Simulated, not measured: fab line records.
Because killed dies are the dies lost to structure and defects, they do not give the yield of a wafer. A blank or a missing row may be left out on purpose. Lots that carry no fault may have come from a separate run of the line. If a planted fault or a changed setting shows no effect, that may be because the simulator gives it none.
Matching of chambers -- flow n5-finfet -- N5_BEOL_M10_CURE_72 on uv-cure-01: 3 sister chambers
The step cures SiCOH lowk, time 120 s. 30 wafers are shown with their chamber, then 12 later ones without.

== WAFERS, EACH WITH ITS CHAMBER ==
wafer,chamber,wafer_temp_C_max,lamp-power-pct (%)
L074.3,0,373.0,52.30
L074.5,0,372.0,52.34
L074.6,0,371.8,52.28
L077.1,0,371.8,52.29
L077.2,0,372.3,52.33
L077.6,0,372.5,52.32
L078.1,1,373.0,52.25
L078.3,1,373.3,52.29
L078.4,1,371.8,52.32
L079.1,0,372.6,52.27
L079.3,0,373.4,52.25
L079.6,0,371.6,52.32
L081.1,1,372.0,52.31
L081.2,1,372.8,52.32
L081.5,1,373.5,52.34
L082.1,1,372.6,52.27
L082.2,1,372.8,52.21
L082.6,1,372.6,52.23
L083.1,2,371.1,52.26
L083.2,2,371.2,52.37
L083.3,2,371.0,52.32
L084.1,0,371.9,52.37
L084.5,0,372.7,52.42
L084.6,0,372.5,52.33
L087.2,0,372.6,52.35
L087.5,0,372.6,52.34
L087.6,0,372.9,52.36
L091.1,2,371.2,52.31
L091.4,2,370.9,52.40
L091.6,2,371.2,52.24

SIGNATURES (averages over the wafers above)
reading,chamber 0,chamber 1,chamber 2,scatter within a chamber
wafer_temp_C_max,372.413,372.711,371.100,0.476
lamp-power-pct,52.3247,52.2822,52.3167,0.0476
Rule: for a wafer and a chamber, the distance is found by dividing, reading by reading, the gap between the wafer's reading and the chamber's mean by the reading's scatter, squaring, summing and taking the root. If the next closest chamber is less than 2 further off than the closest, the wafer can't be placed; otherwise it belongs to the closest. The scatter: take each reading less its chamber's mean, square it, sum over the shown wafers, divide by the number of wafers less the number of chambers, and take the root.

== WAFERS WITH NO CHAMBER GIVEN ==
wafer,wafer_temp_C_max,lamp-power-pct (%)
L093.1,372.3,52.34
L093.2,372.8,52.30
L093.3,372.6,52.33
L093.4,372.2,52.30
L093.5,372.1,52.36
L093.6,372.6,52.25
L095.1,372.5,52.36
L095.4,373.0,52.29
L095.6,373.6,52.34
L097.1,372.2,52.41
L097.3,373.0,52.32
L097.6,372.6,52.25

== EACH ONE'S CHAMBER ==
wafer,from the rows above,in truth
L093.1,can't be placed: 0 or 1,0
L093.2,can't be placed: 1 or 0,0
L093.3,can't be placed: 0 or 1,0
L093.4,can't be placed: 0 or 1 or 2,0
L093.5,can't be placed: 0 or 1 or 2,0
L093.6,can't be placed: 1 or 0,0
L095.1,can't be placed: 0 or 1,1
L095.4,can't be placed: 1 or 0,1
L095.6,can't be placed: 1 or 0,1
L097.1,can't be placed: 0 or 1 or 2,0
L097.3,can't be placed: 1 or 0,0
L097.6,can't be placed: 1 or 0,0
Correctly placed: 0 of 12. Cannot be placed on the basis of these rows: 12; the candidates contain the true chamber in 12. 0 placed wrongly.
